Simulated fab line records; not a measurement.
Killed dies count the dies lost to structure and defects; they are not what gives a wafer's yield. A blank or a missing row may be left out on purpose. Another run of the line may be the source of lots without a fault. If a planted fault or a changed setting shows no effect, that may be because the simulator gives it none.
Which tool was responsible? / flow nandHarc / route of 1302 steps, sampled at 1 step: 8 lots, 24 wafers

WHAT THE GAUGES READ, wafer by wafer
NHARC_A_ONON_D2_THK_MEAS_11: measures by ellipsometry.
lot=L791; measured=day 13 21:45; on=filmMetro-01; thkNm (nm)=999 998 999
lot=L793; measured=day 14 12:59; on=filmMetro-01; thkNm (nm)=1002 1003 1001
lot=L796; measured=day 15 12:24; on=filmMetro-02; thkNm (nm)=1014 1012 1013
lot=L799; measured=day 16 22:18; on=filmMetro-01; thkNm (nm)=1011 1010 1010
lot=L803; measured=day 18 09:28; on=filmMetro-01; thkNm (nm)=982 982 981
lot=L810; measured=day 21 17:29; on=filmMetro-02; thkNm (nm)=996 997 996
lot=L809; measured=day 21 17:34; on=filmMetro-01; thkNm (nm)=1002 1001 1003
lot=L811; measured=day 22 00:27; on=filmMetro-02; thkNm (nm)=1003 1000 1002

EACH LOT AND THE TOOL THAT RAN IT (in order: tool; ch and the chambers of the sampled wafers; start)
No process step before these readings appears in the record.

THE ANSWER, worked out from the rows above alone
Rule: the usual values come from the lots themselves. The widest of any qualifying gaps counts: lots, ordered by their means at a reading, are off when they make up no more than a third of the lots, leave a main group of 4 or more, and stand apart from it by 3 or more times the standard deviation of that group's means. The tables above print the reading to a certain number of digits; a main group whose means all agree to those digits is not used. Also off: a lot with no number at a reading for which 4 or more lots have one. The other lots that the step has rows for count as sound.
No lot is off on any of the readings shown, so nothing can be concluded from this.

WHAT THE SIMULATOR PUT IN
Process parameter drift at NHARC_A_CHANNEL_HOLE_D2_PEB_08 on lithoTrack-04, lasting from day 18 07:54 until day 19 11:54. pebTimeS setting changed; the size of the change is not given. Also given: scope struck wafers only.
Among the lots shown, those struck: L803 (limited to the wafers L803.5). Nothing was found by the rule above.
